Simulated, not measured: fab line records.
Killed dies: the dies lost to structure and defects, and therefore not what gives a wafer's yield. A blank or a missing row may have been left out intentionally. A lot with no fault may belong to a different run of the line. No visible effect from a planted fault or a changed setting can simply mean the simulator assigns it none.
Comparing a struck lot with a sound one + flow n5-finfet + 16 steps out of a route of 1938
Sound: these wafers, L304.2, L304.3, L304.6. Struck: wafers L310.1, L310.2, L310.3. The cause is given at the end.
At each step with rows: each side's tool, then ch and its chambers, then its first start. Under that, the readings that differ: sound wafers + struck wafers + difference of the means + sigmas: that difference in standard deviations of wafers without a fault.
alike: words and numbers the same on both sides, and readings whose means are apart by under 2 such deviations; not compared: readings that were withheld, readings missing a value for some wafer, numbers with overlapping values and no deviation given by the record, and bounds like >300 which may hide the same value.
The two part at a step that has a row with sigmas, a row that says differs or no value, or rows on one side only. Numbers that have no deviation but don't overlap get no sigmas and don't part them. Lack of a reading on every wafer of one side parts them only where that side has two or more wafers.

first, 4 steps without rows for these wafers: N5_BEOL_M4_HM_STRIP_39 (strips TiN in peroxide tin strip, target depth 25 nm, time 158 s); N5_BEOL_M4_SRD_40 (time 30 s); N5_BEOL_M4_PRECLEAN_42 (cleans in residue remover, time 60 s); N5_BEOL_M4_SRD_43 (time 30 s).
N5_BEOL_M4_CD_MEAS_35: target cd 18 nm, target cd y 22.4 nm.
  sound on cd-sem-01, day 10 22:40; struck on cd-sem-03, day 12 18:32
  alike: cd-nm
N5_BEOL_M4_DEGAS_44: time 60 s.
  sound on pvd-sputter-02, day 10 22:50; struck on pvd-sputter-01, day 12 18:43
  alike: heater-power-w
N5_BEOL_M4_PRE_CLEAN_45: time 30 s.
  sound on pvd-sputter-02, day 10 22:52; struck on pvd-sputter-01, day 12 18:45
  alike: heater-power-w
N5_BEOL_M4_ALD_84: deposits TaN, pulse time 2 s, purge time 3 s, co reactant purge time 2 s.
  sound on ald-metal-04 ch 1,3, day 10 22:56; struck on ald-metal-02 ch 0,1,2, day 12 18:57
  alike: chamber-pressure-Torr, heater-power-w
then, 2 steps without rows for these wafers: N5_BEOL_M4_SURFACE_TREAT_85; N5_BEOL_M4_CVD_47 (deposits Co from CCTBA/H2, target thk 3 nm, time 223.8 s).
N5_BEOL_M4_SPUTTER_48: material Cu, target thk 4.5 nm, time 8.29 s.
  sound on pvd-sputter-03, day 10 23:38; struck on pvd-sputter-03, day 12 19:31
  alike: chamber-pressure-pa, chuck-gas-flow-sccm, throttle-valve-pct
N5_BEOL_M4_ANNEAL_49: time 240 s.
  sound on pvd-sputter-03, day 10 23:43; struck on pvd-sputter-03, day 12 19:36
  alike: heater-power-w
N5_BEOL_M4_SPUTTER_79: material Cu, target thk 4.5 nm, time 8.29 s.
  sound on pvd-sputter-03, day 10 23:51; struck on pvd-sputter-03, day 12 19:44
  no value came back on the struck wafers for chamber-pressure-pa (Pa), chuck-gas-flow-sccm (sccm), throttle-valve-pct (%); on the sound wafers chamber-pressure-pa (Pa) reads 0.06989 0.06986 0.0699
then, 1 step without rows for these wafers: N5_BEOL_M4_ANNEAL_80 (time 240 s).
N5_BEOL_M4_RC_MEAS_101:
  sound on prober-02 ch 0, day 11 02:38; struck on prober-01 ch 0, day 12 22:23
  alike: DIBL_N, DIBL_P, IOFF_N, IOFF_P, ION_N, ION_P, SS_N, SS_P, VT_N, VT_P
-- record jumps: 4 days separate the struck wafers' starts on either side; left off in module BEOL_M4, taken up again in module PASSIVATION, whose first shown step is the route's number 1936 --
N5_PASSIVATION_PROBE_49:
  sound on prober-02, day 15 06:56; struck on prober-02, day 17 04:38
| reading            | sound  | struck   | difference | sigmas |
|--------------------|--------|----------|------------|--------|
| killed-at-contacts | 13 3 7 | 21 34 14 | +15        | +2     |
  alike: defect-limited-yield, killed_at_M0_to_M3, killed_at_M4_up, killed-at-front-end, killed-at-other, killed-dies, killed-open, killed-short, sort_bin_5_function, sort_bin_6_memory, sort-n-pass, sort-yield-pct

== WHERE THEY PART ==
At N5_BEOL_M4_SPUTTER_79 first; at N5_PASSIVATION_PROBE_49 last (within this record only).

WHY: what the simulator had put in
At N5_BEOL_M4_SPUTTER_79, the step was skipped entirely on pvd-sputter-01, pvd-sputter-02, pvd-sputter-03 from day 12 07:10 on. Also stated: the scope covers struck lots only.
